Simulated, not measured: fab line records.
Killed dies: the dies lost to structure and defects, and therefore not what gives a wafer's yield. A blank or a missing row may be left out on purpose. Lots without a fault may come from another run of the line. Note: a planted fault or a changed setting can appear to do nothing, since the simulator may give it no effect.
Which of the tools did it? :: flow n5-finfet :: 33 wafers from 11 lots sampled at 5 of the route's 1938 steps

WHAT EACH GAUGE READ, for each wafer
The record holds no reading of a measuring or inspecting step that can be judged against a usual standard deviation.

WHAT TOOL EACH LOT RAN ON (gives the tool, then ch and the chambers of the sampled wafers, and finally the start)
lot: L811
N5_BEOL_M5_VIA_ETCH_34: rie-diel-03 ch 0,3, day 9 05:48
N5_BEOL_M5_STRIP_91: rie-diel-03 ch 0,3, day 9 06:27 or earlier
N5_BEOL_M5_CURE_80: uv-cure-02 ch 0, day 9 06:27
N5_BEOL_M5_PRE_CLEAN_45: pvd-sputter-03, day 9 06:51
N5_PASSIVATION_PROBE_49: prober-01, day 13 03:53

lot: L810
N5_BEOL_M5_VIA_ETCH_34: rie-diel-02 ch 0,2,3, day 9 07:32
N5_BEOL_M5_STRIP_91: rie-diel-02 ch 0,2,3, day 9 08:04 or earlier
N5_BEOL_M5_CURE_80: uv-cure-01 ch 0, day 9 08:04
N5_BEOL_M5_PRE_CLEAN_45: pvd-sputter-01, day 9 08:20
N5_PASSIVATION_PROBE_49: prober-02, day 13 10:52

lot: L812
N5_BEOL_M5_VIA_ETCH_34: rie-diel-03 ch 3, day 9 08:39
N5_BEOL_M5_STRIP_91: rie-diel-03 ch 3, day 9 09:27 or earlier
N5_BEOL_M5_CURE_80: uv-cure-03 ch 0, day 9 09:27
N5_BEOL_M5_PRE_CLEAN_45: pvd-sputter-03, day 9 10:37
N5_PASSIVATION_PROBE_49: prober-01, day 13 21:17

lot: L813
N5_BEOL_M5_VIA_ETCH_34: rie-diel-02 ch 1,2, day 10 00:07
N5_BEOL_M5_STRIP_91: rie-diel-02 ch 1,2, day 10 00:47 or earlier
N5_BEOL_M5_CURE_80: uv-cure-01 ch 2, day 10 00:47
N5_BEOL_M5_PRE_CLEAN_45: pvd-sputter-01, day 10 01:51
N5_PASSIVATION_PROBE_49: prober-02, day 14 07:50

lot: L814
N5_BEOL_M5_VIA_ETCH_34: rie-diel-03 ch 0,1,2, day 10 01:58
N5_BEOL_M5_STRIP_91: rie-diel-03 ch 0,1,2, day 10 02:48 or earlier
N5_BEOL_M5_CURE_80: uv-cure-02 ch 1, day 10 02:48
N5_BEOL_M5_PRE_CLEAN_45: pvd-sputter-01, day 10 03:40
N5_PASSIVATION_PROBE_49: prober-01, day 14 15:35

lot: L816
N5_BEOL_M5_VIA_ETCH_34: rie-diel-05 ch 0,1, day 10 07:29
N5_BEOL_M5_STRIP_91: rie-diel-05 ch 0,1, day 10 08:01 or earlier
N5_BEOL_M5_CURE_80: uv-cure-03 ch 0, day 10 08:01
N5_BEOL_M5_PRE_CLEAN_45: pvd-sputter-02, day 10 08:44
N5_PASSIVATION_PROBE_49: prober-01, day 14 13:38

lot: L815
N5_BEOL_M5_VIA_ETCH_34: rie-diel-02 ch 1,2, day 10 09:43
N5_BEOL_M5_STRIP_91: rie-diel-02 ch 1,2, day 10 10:09 or earlier
N5_BEOL_M5_CURE_80: uv-cure-01 ch 1, day 10 10:09
N5_BEOL_M5_PRE_CLEAN_45: pvd-sputter-03, day 10 10:39
N5_PASSIVATION_PROBE_49: prober-02, day 14 13:35

lot: L818
N5_BEOL_M5_VIA_ETCH_34: rie-diel-03 ch 1,2,3, day 10 19:09
N5_BEOL_M5_STRIP_91: rie-diel-03 ch 1,2,3, day 10 19:41 or earlier
N5_BEOL_M5_CURE_80: uv-cure-02 ch 1, day 10 19:41
N5_BEOL_M5_PRE_CLEAN_45: pvd-sputter-02, day 10 20:21
N5_PASSIVATION_PROBE_49: prober-01, day 15 01:22

lot: L820
N5_BEOL_M5_VIA_ETCH_34: rie-diel-03 ch 0,1,3, day 11 22:08
N5_BEOL_M5_STRIP_91: rie-diel-03 ch 0,1,3, day 11 22:34 or earlier
N5_BEOL_M5_CURE_80: uv-cure-03 ch 0, day 11 22:34
N5_BEOL_M5_PRE_CLEAN_45: pvd-sputter-01, day 11 23:05
N5_PASSIVATION_PROBE_49: prober-01, day 15 23:45

lot: L823
N5_BEOL_M5_VIA_ETCH_34: rie-diel-02 ch 1,2, day 12 03:54
N5_BEOL_M5_STRIP_91: rie-diel-02 ch 1,2, day 12 04:26 or earlier
N5_BEOL_M5_CURE_80: uv-cure-02 ch 1, day 12 04:26
N5_BEOL_M5_PRE_CLEAN_45: pvd-sputter-03, day 12 04:53
N5_PASSIVATION_PROBE_49: prober-02, day 16 10:22

lot: L830
N5_BEOL_M5_VIA_ETCH_34: rie-diel-02 ch 0,2, day 13 23:01
N5_BEOL_M5_STRIP_91: rie-diel-02 ch 0,2, day 13 23:28 or earlier
N5_BEOL_M5_CURE_80: uv-cure-02 ch 0, day 13 23:28
N5_BEOL_M5_PRE_CLEAN_45: pvd-sputter-02, day 14 00:56
N5_PASSIVATION_PROBE_49: prober-02, day 17 19:46
- N5_BEOL_M5_VIA_ETCH_34: etches SiCOH lowk in C4F6/O2, target depth 88.3 nm, time 39.2 s.
- N5_BEOL_M5_STRIP_91: strips in N2/H2, time 10 s.
- N5_BEOL_M5_CURE_80: cures SiCOH lowk, time 120 s.
- N5_BEOL_M5_PRE_CLEAN_45: time 30 s.
- N5_PASSIVATION_PROBE_49

WHAT THE TOOLS THEMSELVES READ (means of the sampled wafers that have a number; where no wafer has one, the mark that the record gives instead)
N5_BEOL_M5_VIA_ETCH_34.
lot: L811
tool: rie-diel-03
bias-w (W): 185.1
drypump-motor-current-A (A): 5.7
oes-product-au (a.u.): 0.83
rf-vpp-V (V): 676
showerhead-plenum-p-Torr (Torr): 2.79
throttle-valve-pct (%): 20.73

lot: L810
tool: rie-diel-02
bias-w (W): 185.2
drypump-motor-current-A (A): 5.8
oes-product-au (a.u.): 0.77
rf-vpp-V (V): 682
showerhead-plenum-p-Torr (Torr): 2.81
throttle-valve-pct (%): 20.78

lot: L812
tool: rie-diel-03
bias-w (W): 185.0
drypump-motor-current-A (A): 6.7
oes-product-au (a.u.): 0.81
rf-vpp-V (V): 658
showerhead-plenum-p-Torr (Torr): 2.84
throttle-valve-pct (%): 20.52

lot: L813
tool: rie-diel-02
bias-w (W): 184.7
drypump-motor-current-A (A): 6.2
oes-product-au (a.u.): 0.73
rf-vpp-V (V): 669
showerhead-plenum-p-Torr (Torr): 2.81
throttle-valve-pct (%): 20.95

lot: L814
tool: rie-diel-03
bias-w (W): 185.3
drypump-motor-current-A (A): 5.3
oes-product-au (a.u.): 0.80
rf-vpp-V (V): 677
showerhead-plenum-p-Torr (Torr): 2.86
throttle-valve-pct (%): 20.80

lot: L816
tool: rie-diel-05
bias-w (W): 184.6
drypump-motor-current-A (A): 5.7
oes-product-au (a.u.): 0.72
rf-vpp-V (V): 660
showerhead-plenum-p-Torr (Torr): 2.88
throttle-valve-pct (%): 20.69

lot: L815
tool: rie-diel-02
bias-w (W): 185.2
drypump-motor-current-A (A): 6.0
oes-product-au (a.u.): 0.76
rf-vpp-V (V): 669
showerhead-plenum-p-Torr (Torr): 2.78
throttle-valve-pct (%): 20.88

lot: L818
tool: rie-diel-03
bias-w (W): 185.0
drypump-motor-current-A (A): 5.7
oes-product-au (a.u.): 0.79
rf-vpp-V (V): 668
showerhead-plenum-p-Torr (Torr): 2.88
throttle-valve-pct (%): 20.70

lot: L820
tool: rie-diel-03
bias-w (W): 185.5
drypump-motor-current-A (A): 5.6
oes-product-au (a.u.): 0.82
rf-vpp-V (V): 675
showerhead-plenum-p-Torr (Torr): 2.83
throttle-valve-pct (%): 20.69

lot: L823
tool: rie-diel-02
bias-w (W): 185.3
drypump-motor-current-A (A): 5.9
oes-product-au (a.u.): 0.75
rf-vpp-V (V): 668
showerhead-plenum-p-Torr (Torr): 2.78
throttle-valve-pct (%): 20.90

lot: L830
tool: rie-diel-02
bias-w (W): 185.6
drypump-motor-current-A (A): 6.1
oes-product-au (a.u.): 0.74
rf-vpp-V (V): 674
showerhead-plenum-p-Torr (Torr): 2.81
throttle-valve-pct (%): 20.87

N5_BEOL_M5_STRIP_91.
lot: L811
tool: rie-diel-03
drypump-motor-current-A (A): 5.8
oes-product-au (a.u.): 0.82
rf-vpp-V (V): 59.4
showerhead-plenum-p-Torr (Torr): 2.50
throttle-valve-pct (%): 23.72

lot: L810
tool: rie-diel-02
drypump-motor-current-A (A): 5.8
oes-product-au (a.u.): 0.78
rf-vpp-V (V): 58.7
showerhead-plenum-p-Torr (Torr): 2.52
throttle-valve-pct (%): 23.69

lot: L812
tool: rie-diel-03
drypump-motor-current-A (A): 6.6
oes-product-au (a.u.): 0.82
rf-vpp-V (V): 59.0
showerhead-plenum-p-Torr (Torr): 2.56
throttle-valve-pct (%): 23.62

lot: L813
tool: rie-diel-02
drypump-motor-current-A (A): 6.2
oes-product-au (a.u.): 0.74
rf-vpp-V (V): 59.2
showerhead-plenum-p-Torr (Torr): 2.49
throttle-valve-pct (%): 23.60

lot: L814
tool: rie-diel-03
drypump-motor-current-A (A): 5.3
oes-product-au (a.u.): 0.80
rf-vpp-V (V): 59.7
showerhead-plenum-p-Torr (Torr): 2.55
throttle-valve-pct (%): 23.55

lot: L816
tool: rie-diel-05
drypump-motor-current-A (A): 5.8
oes-product-au (a.u.): 0.71
rf-vpp-V (V): 59.4
showerhead-plenum-p-Torr (Torr): 2.57
throttle-valve-pct (%): 23.43

lot: L815
tool: rie-diel-02
drypump-motor-current-A (A): 6.0
oes-product-au (a.u.): 0.76
rf-vpp-V (V): 58.5
showerhead-plenum-p-Torr (Torr): 2.47
throttle-valve-pct (%): 23.69

lot: L818
tool: rie-diel-03
drypump-motor-current-A (A): 5.8
oes-product-au (a.u.): 0.79
rf-vpp-V (V): 60.0
showerhead-plenum-p-Torr (Torr): 2.59
throttle-valve-pct (%): 23.50

lot: L820
tool: rie-diel-03
drypump-motor-current-A (A): 5.6
oes-product-au (a.u.): 0.82
rf-vpp-V (V): 58.1
showerhead-plenum-p-Torr (Torr): 2.53
throttle-valve-pct (%): 23.60

lot: L823
tool: rie-diel-02
drypump-motor-current-A (A): 5.9
oes-product-au (a.u.): 0.75
rf-vpp-V (V): 58.6
showerhead-plenum-p-Torr (Torr): 2.46
throttle-valve-pct (%): 23.71

lot: L830
tool: rie-diel-02
drypump-motor-current-A (A): 6.1
oes-product-au (a.u.): 0.73
rf-vpp-V (V): 59.5
showerhead-plenum-p-Torr (Torr): 2.50
throttle-valve-pct (%): 23.51

N5_BEOL_M5_CURE_80.
lot: L811
tool: uv-cure-02
lamp-power-pct (%): 52.32
run-length-s (s): 177.8
wafer_temp_C_max: 372.1

lot: L810
tool: uv-cure-01
lamp-power-pct (%): 52.26
run-length-s (s): 177.9
wafer_temp_C_max: 371.8

lot: L812
tool: uv-cure-03
lamp-power-pct (%): 52.29
run-length-s (s): 177.9
wafer_temp_C_max: 372.0

lot: L813
tool: uv-cure-01
lamp-power-pct (%): 52.29
run-length-s (s): 178.7
wafer_temp_C_max: 372.4

lot: L814
tool: uv-cure-02
lamp-power-pct (%): 52.29
run-length-s (s): 180.8
wafer_temp_C_max: 371.8

lot: L816
tool: uv-cure-03
lamp-power-pct (%): 52.32
run-length-s (s): 181.5
wafer_temp_C_max: 372.5

lot: L815
tool: uv-cure-01
lamp-power-pct (%): 52.39
run-length-s (s): 177.0
wafer_temp_C_max: 370.9

lot: L818
tool: uv-cure-02
lamp-power-pct (%): 52.32
run-length-s (s): 180.9
wafer_temp_C_max: 371.9

lot: L820
tool: uv-cure-03
lamp-power-pct (%): -
run-length-s (s): -
wafer_temp_C_max: -

lot: L823
tool: uv-cure-02
lamp-power-pct (%): -
run-length-s (s): -
wafer_temp_C_max: -

lot: L830
tool: uv-cure-02
lamp-power-pct (%): 52.34
run-length-s (s): 178.0
wafer_temp_C_max: 371.9

N5_BEOL_M5_PRE_CLEAN_45.
lot: L811
tool: pvd-sputter-03
heater-power-w (W): 338

lot: L810
tool: pvd-sputter-01
heater-power-w (W): 316

lot: L812
tool: pvd-sputter-03
heater-power-w (W): 342

lot: L813
tool: pvd-sputter-01
heater-power-w (W): 316

lot: L814
tool: pvd-sputter-01
heater-power-w (W): 286

lot: L816
tool: pvd-sputter-02
heater-power-w (W): 339

lot: L815
tool: pvd-sputter-03
heater-power-w (W): 337

lot: L818
tool: pvd-sputter-02
heater-power-w (W): 324

lot: L820
tool: pvd-sputter-01
heater-power-w (W): 303

lot: L823
tool: pvd-sputter-03
heater-power-w (W): 338

lot: L830
tool: pvd-sputter-02
heater-power-w (W): 331

N5_PASSIVATION_PROBE_49.
lot: L811
tool: prober-01
defect-limited-yield (%): 88.8
killed_at_M0_to_M3: 39
killed_at_M4_up: 19
killed-at-contacts: 14
killed-at-front-end: 58
killed-at-other: 2
killed-dies: 132
killed-open: 86
killed-short: 46
sort_bin_4_leakage (%): 0.00
sort_bin_5_function (%): 6.1
sort_bin_6_memory (%): 4.5
sort_bin_8_speed (%): 0.0
sort-n-pass: 1048
sort-yield-pct (%): 88.8

lot: L810
tool: prober-02
defect-limited-yield (%): 91.2
killed_at_M0_to_M3: 34
killed_at_M4_up: 16
killed-at-contacts: 11
killed-at-front-end: 35
killed-at-other: 6
killed-dies: 103
killed-open: 64
killed-short: 36
sort_bin_4_leakage (%): 0.00
sort_bin_5_function (%): 5.4
sort_bin_6_memory (%): 3.1
sort_bin_8_speed (%): 0.1
sort-n-pass: 1076
sort-yield-pct (%): 91.2

lot: L812
tool: prober-01
defect-limited-yield (%): 91.7
killed_at_M0_to_M3: 36
killed_at_M4_up: 9
killed-at-contacts: 11
killed-at-front-end: 36
killed-at-other: 6
killed-dies: 98
killed-open: 68
killed-short: 29
sort_bin_4_leakage (%): 0.00
sort_bin_5_function (%): 4.8
sort_bin_6_memory (%): 3.1
sort_bin_8_speed (%): 0.0
sort-n-pass: 1082
sort-yield-pct (%): 91.7

lot: L813
tool: prober-02
defect-limited-yield (%): 92.4
killed_at_M0_to_M3: 41
killed_at_M4_up: 7
killed-at-contacts: 9
killed-at-front-end: 29
killed-at-other: 3
killed-dies: 89
killed-open: 56
killed-short: 29
sort_bin_4_leakage (%): 0.17
sort_bin_5_function (%): 4.4
sort_bin_6_memory (%): 2.7
sort_bin_8_speed (%): 0.0
sort-n-pass: 1089
sort-yield-pct (%): 92.3

lot: L814
tool: prober-01
defect-limited-yield (%): 92.0
killed_at_M0_to_M3: 44
killed_at_M4_up: 13
killed-at-contacts: 8
killed-at-front-end: 25
killed-at-other: 4
killed-dies: 94
killed-open: 66
killed-short: 26
sort_bin_4_leakage (%): 0.00
sort_bin_5_function (%): 4.6
sort_bin_6_memory (%): 2.9
sort_bin_8_speed (%): 0.0
sort-n-pass: 1086
sort-yield-pct (%): 92.0

lot: L816
tool: prober-01
defect-limited-yield (%): 93.2
killed_at_M0_to_M3: 28
killed_at_M4_up: 9
killed-at-contacts: 8
killed-at-front-end: 33
killed-at-other: 3
killed-dies: 81
killed-open: 56
killed-short: 24
sort_bin_4_leakage (%): 0.00
sort_bin_5_function (%): 4.3
sort_bin_6_memory (%): 2.3
sort_bin_8_speed (%): 0.1
sort-n-pass: 1099
sort-yield-pct (%): 93.1

lot: L815
tool: prober-02
defect-limited-yield (%): 92.0
killed_at_M0_to_M3: 37
killed_at_M4_up: 12
killed-at-contacts: 6
killed-at-front-end: 36
killed-at-other: 3
killed-dies: 94
killed-open: 62
killed-short: 29
sort_bin_4_leakage (%): 0.00
sort_bin_5_function (%): 4.5
sort_bin_6_memory (%): 3.1
sort_bin_8_speed (%): 0.0
sort-n-pass: 1086
sort-yield-pct (%): 92.0

lot: L818
tool: prober-01
defect-limited-yield (%): 88.9
killed_at_M0_to_M3: 56
killed_at_M4_up: 11
killed-at-contacts: 15
killed-at-front-end: 49
killed-at-other: 0
killed-dies: 132
killed-open: 85
killed-short: 44
sort_bin_4_leakage (%): 0.00
sort_bin_5_function (%): 6.8
sort_bin_6_memory (%): 3.8
sort_bin_8_speed (%): 1.2
sort-n-pass: 1034
sort-yield-pct (%): 87.7

lot: L820
tool: prober-01
defect-limited-yield (%): 92.2
killed_at_M0_to_M3: 28
killed_at_M4_up: 12
killed-at-contacts: 13
killed-at-front-end: 35
killed-at-other: 3
killed-dies: 92
killed-open: 64
killed-short: 27
sort_bin_4_leakage (%): 0.00
sort_bin_5_function (%): 5.0
sort_bin_6_memory (%): 2.5
sort_bin_8_speed (%): 0.0
sort-n-pass: 1088
sort-yield-pct (%): 92.2

lot: L823
tool: prober-02
defect-limited-yield (%): 90.5
killed_at_M0_to_M3: 35
killed_at_M4_up: 12
killed-at-contacts: 14
killed-at-front-end: 50
killed-at-other: 2
killed-dies: 112
killed-open: 74
killed-short: 38
sort_bin_4_leakage (%): 0.00
sort_bin_5_function (%): 5.6
sort_bin_6_memory (%): 3.7
sort_bin_8_speed (%): 0.0
sort-n-pass: 1068
sort-yield-pct (%): 90.5

lot: L830
tool: prober-02
defect-limited-yield (%): 90.7
killed_at_M0_to_M3: 34
killed_at_M4_up: 11
killed-at-contacts: 16
killed-at-front-end: 47
killed-at-other: 2
killed-dies: 110
killed-open: 74
killed-short: 35
sort_bin_4_leakage (%): 0.00
sort_bin_5_function (%): 5.8
sort_bin_6_memory (%): 3.3
sort_bin_8_speed (%): 0.0
sort-n-pass: 1070
sort-yield-pct (%): 90.7

THE ANSWER, worked out from the rows above alone
Rule: the usual values come from the lots themselves. The widest of any qualifying gaps counts: lots, ordered by their means at a reading, are off when they make up no more than a third of the lots, leave a main group of 4 or more, and stand apart from it by 3 or more times the standard deviation of that group's means. A main group whose means are all the same, to the digits that the tables above print for the reading, isn't used. Also off: a lot with no number at a reading for which 4 or more lots have one. The other lots that the step has rows for count as sound. After the gauges, taken in route order, come the tools' own readings; for these a lot's mean is taken, as printed above. The first step at which some lot is off is used, and at that step the reading that is off furthest; a lot without a number counts as furthest.
Off at N5_BEOL_M5_CURE_80 (lamp-power-pct): L820, L823. Without a number there: L820, L823. Main group: mean 52.31 %, sd 0.035.
If a tool, at that step or one of the process steps before it, ran each lot that is off and ran no sound lot following the first of them, it fits. N5_BEOL_M5_STRIP_91 gives no start for some lots, so the hours and the order of its lots are those of N5_BEOL_M5_CURE_80. No candidate that was tried fits.

WHAT HAD BEEN PUT IN BY THE SIMULATOR
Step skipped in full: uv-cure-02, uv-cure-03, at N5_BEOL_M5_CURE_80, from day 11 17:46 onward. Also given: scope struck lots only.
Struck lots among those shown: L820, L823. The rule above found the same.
